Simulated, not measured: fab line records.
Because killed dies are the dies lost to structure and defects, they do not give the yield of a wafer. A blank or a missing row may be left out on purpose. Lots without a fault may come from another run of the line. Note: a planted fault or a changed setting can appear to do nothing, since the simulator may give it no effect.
Comparing a struck lot with a sound one :: flow n5_finfet :: 39 out of 1938 route steps
Sound: the wafers L510.2, L510.4, L510.6. The struck wafers were L495.1, L495.4, L495.6. At the end, the cause is stated.
At each step with rows: each side's tool, then ch and its chambers, then its first start. Under that, the readings that differ: sound wafers :: struck wafers :: difference of the means :: sigmas: that difference in standard deviations of wafers without a fault.
alike: readings whose means differ by less than 2 such deviations, and words and numbers that are the same on both sides. not compared: withheld readings, readings that some wafer has no value for, bounds like >300 that may hide the same value, and numbers for which the record gives no deviation and whose values overlap.
The two part at a step that has a row with sigmas, a row that says differs or no value, or rows on one side only. Numbers that have no deviation but don't overlap get no sigmas and don't part them. A reading missing from all wafers of one side parts the sides only when that side holds two or more wafers.

first, 9 steps without rows for these wafers: N5_PMOS_HMC_CHANNEL_EPI_EPI_20 (deposits SiGe30, target thk 59 nm); N5_PMOS_HMC_CHANNEL_EPI_HM_STRIP_35 (strips SiO2 in dHF, material SiO2, target depth 39.6 nm, time 216 s); N5_PMOS_HMC_CHANNEL_EPI_SRD_39 (time 30 s); N5_PMOS_HMC_CHANNEL_EPI_CMP_21 (polishes SiGe30, target thk 54 nm); N5_PMOS_HMC_CHANNEL_EPI_PRECLEAN_40 (cleans in DHF, time 30 s); N5_PMOS_HMC_CHANNEL_EPI_PRECLEAN_37 (cleans in O3/DIW, time 45 s); N5_PMOS_HMC_CHANNEL_EPI_PRECLEAN_24 (cleans in DHF, time 30 s); N5_PMOS_HMC_CHANNEL_EPI_SRD_25 (time 30 s); N5_PMOS_HMC_CHANNEL_EPI_EPI_26 (deposits Si from SiH4/H2, target thk 3.8 nm, time 22.7 s).
N5_FIN_SAQP_PRECLEAN_42: cleans in O3/DIW, time 60 s.
  sound on wet_bench-03 ch 1,2,6, day 7 02:46; struck on wet_bench-06 ch 0,3,6, day 3 09:04
then, 18 steps without rows for these wafers: N5_FIN_SAQP_PRECLEAN_00 (cleans in SC1, time 60 s); N5_FIN_SAQP_PRECLEAN_44 (cleans in SC2, time 45 s); N5_FIN_SAQP_SRD_01 (time 30 s); N5_FIN_SAQP_ALD_61 (deposits SiO2, target thk 4 nm, pulse time 1 s, purge time 2 s); N5_FIN_SAQP_DENSIFY_62 (time 60 s); N5_FIN_SAQP_HM_DEP_03 (deposits SiNx from SiH4/NH3/N2, target thk 38 nm, time 33.6 s); N5_FIN_SAQP_PECVD_47 (deposits a-Si from SiH4/He, target thk 45 nm, time 36.3 s); N5_FIN_SAQP_PECVD_48 (deposits SiNx from SiH4/NH3/N2, target thk 25 nm, time 22.1 s); N5_FIN_SAQP_PECVD_06 (deposits a-Si from SiH4/He, target thk 60 nm, time 48.1 s); N5_FIN_SAQP_HM_DEP_72 (deposits SiO2 from SiH4/N2O, target thk 12 nm, time 7.2 s); N5_FIN_SAQP_COAT_49 (time 60 s, resist thk 100 nm); N5_FIN_SAQP_COAT_50 (time 60 s, resist thk 35 nm); N5_FIN_SAQP_COAT_10 (resist thk 90 nm); N5_FIN_SAQP_EBR_12; N5_FIN_SAQP_SOFTBAKE_11 (time 60 s); N5_FIN_SAQP_EXPOSE_13 (exposes mask FIN CORE, target cd 35.6 nm); N5_FIN_SAQP_PEB_14 (peb time 60 s); N5_FIN_SAQP_DEVELOP_15 (develop time 30 s).
N5_FIN_SAQP_INSPECT_18: inspects for defects (brightfield).
  struck on defect_inspect-02, day 3 10:20; sound on defect_inspect-01, day 7 04:13
reading: raw_defect_count
sound: 375 346 421
struck: 956 1014 983
difference: +604
sigmas: +5
then, 6 steps without rows for these wafers: N5_FIN_SAQP_DESCUM_21 (chemistry O2, time 7.9 s); N5_FIN_SAQP_ETCH_51 (etches SiARC in CF4, target depth 45.5 nm, time 75.8 s); N5_FIN_SAQP_ETCH_52 (etches SOC in N2/H2, target depth 100 nm, overetch 20 nm, time 150 s); N5_FIN_SAQP_STRIP_53 (strips in N2/H2); N5_FIN_SAQP_HM_OPEN_73 (chemistry CHF3/O2, target SiO2, stops on a-Si, target depth 12 nm, time 16.8 s); N5_FIN_SAQP_STRIP_74 (strips in CHF3/O2).
N5_FIN_SAQP_INSPECT_40: inspects for defects (brightfield).
  struck on defect_inspect-02, day 3 15:28; sound on defect_inspect-01, day 7 08:54
reading: raw_defect_count
sound: 208 153 290
struck: 899 852 800
difference: +633
sigmas: +10
N5_FIN_CUT_INSPECT_10: inspects for defects (brightfield).
  struck on defect_inspect-02, day 3 15:52; sound on defect_inspect-01, day 7 09:18
reading: raw_defect_count
sound: 33 34 52
struck: 657 652 614
difference: +601
sigmas: +50
-- a jump in the record: the struck wafers' starts before and after are 6 days apart (it breaks off in module FIN_CUT and resumes in module BEOL_M4, where the first step shown is number 1111 of the route) --
N5_BEOL_M4_RC_MEAS_101:
  sound on prober-02 ch 0, day 13 21:27; struck on prober-01 ch 0, day 9 18:13
reading: DIBL_N (mV/V)
sound: 36.6 32.3 30.6
struck: 36.4 38.1 40.5
difference: +5.2
sigmas: +2

reading: DIBL_P (mV/V)
sound: 37 33 29
struck: 37 40 42
difference: +7
sigmas: +2

reading: ION_P (uA/um)
sound: 444 448 431
struck: 456 469 456
difference: +19
sigmas: +2

reading: SS_P (mV/dec)
sound: 73.8 71.9 71.6
struck: 74.1 74.5 75.3
difference: +2.2
sigmas: +2
  alike: IOFF_N, IOFF_P, ION_N, SS_N, VT_N, VT_P
-- a jump in the record: the struck wafers' starts before and after are 5 days apart (it breaks off in module BEOL_M4 and resumes in module PASSIVATION, where the first step shown is number 1936 of the route) --
N5_PASSIVATION_PROBE_49:
  the record has rows for the struck wafers here (prober-02, day 14 10:35) and none for the sound ones

## WHERE THEY PART
Last at N5_PASSIVATION_PROBE_49 as far as this record goes, first at N5_FIN_SAQP_INSPECT_18.

WHY: whatever the simulator had introduced
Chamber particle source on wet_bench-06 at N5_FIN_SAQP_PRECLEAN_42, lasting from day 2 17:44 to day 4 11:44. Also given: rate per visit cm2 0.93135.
